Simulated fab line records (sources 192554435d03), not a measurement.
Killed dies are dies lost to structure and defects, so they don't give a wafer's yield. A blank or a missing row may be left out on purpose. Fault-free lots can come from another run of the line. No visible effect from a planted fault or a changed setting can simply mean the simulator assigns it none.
Split-lot experiment | flow n5-finfet | on a route of 1938 steps: 7 lots, 21 wafers read

== SPLIT DETAILS ==
At N5_BEOL_M5_ETCH_68 (etches SOC in N2/H2, target depth 80 nm, overetch 16 nm, time 120 s), the setting bias-w was moved away from the recipe's 150 W on 4 of the 21 wafers read, by +16.1% to +17.4%. The other wafers ran this setting at the recipe's value.

The split's own step is where the reading is taken.

== THE READING ==
rf-vpp-V, in V, at N5_BEOL_M5_ETCH_68 (etches SOC in N2/H2, target depth 80 nm, overetch 16 nm, time 120 s). Typical for fault-free wafers on this fab line: 524.2 V, with standard deviation 2.8 V.

wafer  | tool, chamber at the split | bias-w as run, W | against the recipe | rf-vpp-V, V | against lot-mates on the recipe
L078.1 | rie-diel-05, 2             | 174.9            | +16.6%             | 579.4       | +55.9
L078.2 | rie-diel-05, 3             | 150              | recipe             | 528.8       | -
L078.4 | rie-diel-05, 0             | 150              | recipe             | 518.3       | -
L079.4 | rie-diel-05, 1             | 150              | recipe             | 520.7       | -
L079.5 | rie-diel-05, 2             | 150              | recipe             | 527.2       | -
L079.6 | rie-diel-05, 3             | 150              | recipe             | 528.7       | -
L080.2 | rie-diel-01, 1             | 150              | recipe             | 526.7       | -
L080.3 | rie-diel-01, 2             | 150              | recipe             | 523.4       | -
L080.5 | rie-diel-01, 2             | 150              | recipe             | 523.9       | -
L081.1 | rie-diel-01, 1             | 150              | recipe             | 526.0       | -
L081.2 | rie-diel-01, 0             | 174.1            | +16.1%             | 578.9       | +53.8
L081.3 | rie-diel-01, 2             | 150              | recipe             | 524.2       | -
L083.2 | rie-diel-05, 3             | 176.1            | +17.4%             | 585.1       | +64.9
L083.3 | rie-diel-05, 0             | 176.1            | +17.4%             | 576.6       | +56.4
L083.4 | rie-diel-05, 1             | 150              | recipe             | 520.2       | -
L084.1 | rie-diel-01, 3             | 150              | recipe             | 523.3       | -
L084.2 | rie-diel-01, 0             | 150              | recipe             | 525.7       | -
L084.4 | rie-diel-01, 2             | 150              | recipe             | 524.9       | -
L095.2 | rie-diel-05, 1             | 150              | recipe             | 520.8       | -
L095.3 | rie-diel-05, 2             | 150              | recipe             | 525.5       | -
L095.5 | rie-diel-05, 0             | 150              | recipe             | 520.5       | -

THE FIT
A straight line over all 21 wafers: rf-vpp-V changes by +3.31 V for each +1% of bias-w; r = +0.99; the points scatter about the line by 3.2 V.
The same after taking each lot's own level away (the mean of its wafers on the recipe; 21 wafers): +3.43 V for each +1%; r = +0.99; scatter 2.9 V.
According to that fit, moving bias-w by its largest amount changes the reading by 60 V.
Measured against the standard deviation above, the lots' own levels, which go from 520.20 to 525.53 V, span 1.9 times it.
Hence the lot-to-lot level has little effect on the slope; both slopes agree.
Check: +57.7 V against its lot-mates is what the line predicts for one of the wafers moved furthest among these (+17.4%) when that wafer is left out of the fit. It came out at +64.9 V against them.
Tool readings at the split's step, against how far the setting was moved: rf-vpp-V r = +0.99.

== THE OTHER SPLITS THESE WAFERS WENT THROUGH ==
Note: prior to the reading, these wafers also went through further splits. Each is held against what the fit with the lots' levels taken away leaves over:
other split on the same wafers   | wafers away from the commonest value | r with rf-vpp-V (lot level and that fit taken away)
N5_BEOL_M2_TRENCH_ETCH_37 time-s | 6                                    | -0.19
N5_BEOL_M3_COAT_67 spin-rpm      | 6                                    | +0.06
N5_BEOL_M3_DESCUM_33 time-s      | 4                                    | -0.06
N5_BEOL_M4_COAT_73 spin-rpm      | 4                                    | -0.05
N5_BEOL_M4_SPUTTER_86 time-s     | 9                                    | +0.01

== THE WHOLE CHAIN: every reading that the file lists as answering this split, in the file's order ==
step               | what it does                                                        | reading                                                                          | change (the file's fit)                | r (the file's)
N5_BEOL_M5_ETCH_68 | etches SOC in N2/H2, target depth 80 nm, overetch 16 nm, time 120 s | rf-vpp-V                                                                         | +3.41 V for each +1% of the setting    | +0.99
N5_BEOL_M5_ETCH_68 | etches SOC in N2/H2, target depth 80 nm, overetch 16 nm, time 120 s | SiARC_of_BEOL_M5_COAT_66.thk-nm (the simulator's own value, which no gauge read) | -0.0701 nm for each +1% of the setting | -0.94

== THE FILE'S OWN FIT ==
rf-vpp-V changes by +3.41 V for each +1% of bias-w, r = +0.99.
